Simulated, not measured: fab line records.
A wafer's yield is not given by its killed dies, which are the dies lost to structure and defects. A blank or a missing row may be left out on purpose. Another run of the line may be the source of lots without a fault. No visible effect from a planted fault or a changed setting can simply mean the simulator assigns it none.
Check of tool commonality ; flow n5 finfet ; Sampled: 9 lots, 27 wafers

WHAT PROMPTED THE OPENING
2 of 9 lots carry a flag on the reading RS_SD_N at N5_SD_ACTIVATION_RS_MEAS_03. Fault-free wafers read 21.90 ohm/sq, with a standard deviation of 0.25.
Rule: a lot gets a flag if all its wafers with a number sit over 4 standard deviations from that mean, or if no wafer of it has a number. The other lots count as sound.

lot;measured;on;RS_SD_N (ohm/sq), wafer by wafer;flag
L236;day 3 11:32;film metro-02;21.85 21.77 21.52;
L242;day 5 06:34;film metro-02;22.41 22.24 22.53;
L243;day 5 13:53;film metro-01;29.42 29.44 29.94;FLAGGED
L244;day 5 14:32;film metro-01;29.27 29.68 29.58;FLAGGED
L252;day 7 08:59;film metro-01;21.99 21.79 21.79;
L254;day 7 23:35;film metro-01;22.03 22.29 22.29;
L256;day 8 14:41;film metro-02;21.86 21.69 21.61;
L257;day 8 17:30;film metro-01;21.84 21.92 21.99;
L259;day 9 04:28;film metro-02;22.09 22.73 22.62;
On average the flagged lots' numbers are 29.55 ohm/sq, which is +7.66 ohm/sq against the usual, or +31 standard deviations.

EACH LOT AND THE TOOL IT RAN ON
2 process steps preceding the reading are held in the record, out of 1938 steps in the route. Read each cell as the tool, then ch plus the chambers that the sampled wafers visited, then the start.
lot;flag;N5_SD_EPI_N_VAPOR_ETCH_50;N5_SD_ACTIVATION_LSA_01
L236;;epi rpcvd-01 ch 0, day 3 03:38;laser anneal-02 ch 0, day 3 11:22
L242;;epi rpcvd-03 ch 0, day 4 23:10;laser anneal-02 ch 0, day 5 06:22
L243;FLAGGED;epi rpcvd-04 ch 0, day 5 06:47;laser anneal-01, day 5 13:41
L244;FLAGGED;epi rpcvd-01 ch 0, day 5 07:23;laser anneal-02, day 5 14:21
L252;;epi rpcvd-03 ch 0, day 7 00:47;laser anneal-01 ch 0, day 7 08:48
L254;;epi rpcvd-01 ch 0, day 7 15:22;laser anneal-01 ch 0, day 7 23:23
L256;;epi rpcvd-04 ch 0, day 8 06:50;laser anneal-01 ch 0, day 8 14:29
L257;;epi rpcvd-01 ch 0, day 8 09:27;laser anneal-01 ch 0, day 8 17:19
L259;;epi rpcvd-01 ch 0, day 8 20:50;laser anneal-01 ch 0, day 9 04:16
What is done by these steps:
- N5_SD_EPI_N_VAPOR_ETCH_50: etches Si in HCl, time 54 s.
- N5_SD_ACTIVATION_LSA_01: time 0.0008 s.
- N5_SD_ACTIVATION_RS_MEAS_03: measures by four-point-probe.

FLAGGED OVER TOTAL, TOOL BY TOOL (the gauges that took the reading come last)
step;tool;lots run;flagged;share of the flagged lots;sound lots run after its first flagged lot
N5_SD_EPI_N_VAPOR_ETCH_50;epi rpcvd-01;5;1;some;3 (L254,L257,L259)
N5_SD_EPI_N_VAPOR_ETCH_50;epi rpcvd-03;2;0;none;-
N5_SD_EPI_N_VAPOR_ETCH_50;epi rpcvd-04;2;1;some;1 (L256)
N5_SD_ACTIVATION_LSA_01;laser anneal-01;6;1;some;5 (L252,L254,L256,L257,L259)
N5_SD_ACTIVATION_LSA_01;laser anneal-02;3;1;some;0
N5_SD_ACTIVATION_RS_MEAS_03;film metro-01;5;2;all;3 (L252,L254,L257)
N5_SD_ACTIVATION_RS_MEAS_03;film metro-02;4;0;none;-

WHAT THE TABLE PERMITS
Rows of the table that ran each flagged lot: 1, that is film metro-01 at N5_SD_ACTIVATION_RS_MEAS_03.
- film metro-01 at N5_SD_ACTIVATION_RS_MEAS_03: 2 of its 5 lots flagged. Sound lots followed the first flagged one (L252, L254, L257) on it, something a lasting fault affecting the whole tool could not allow.
Every row of the table either missed a flagged lot or ran a sound lot after the first.

WHAT THE SIMULATOR HAD INSERTED
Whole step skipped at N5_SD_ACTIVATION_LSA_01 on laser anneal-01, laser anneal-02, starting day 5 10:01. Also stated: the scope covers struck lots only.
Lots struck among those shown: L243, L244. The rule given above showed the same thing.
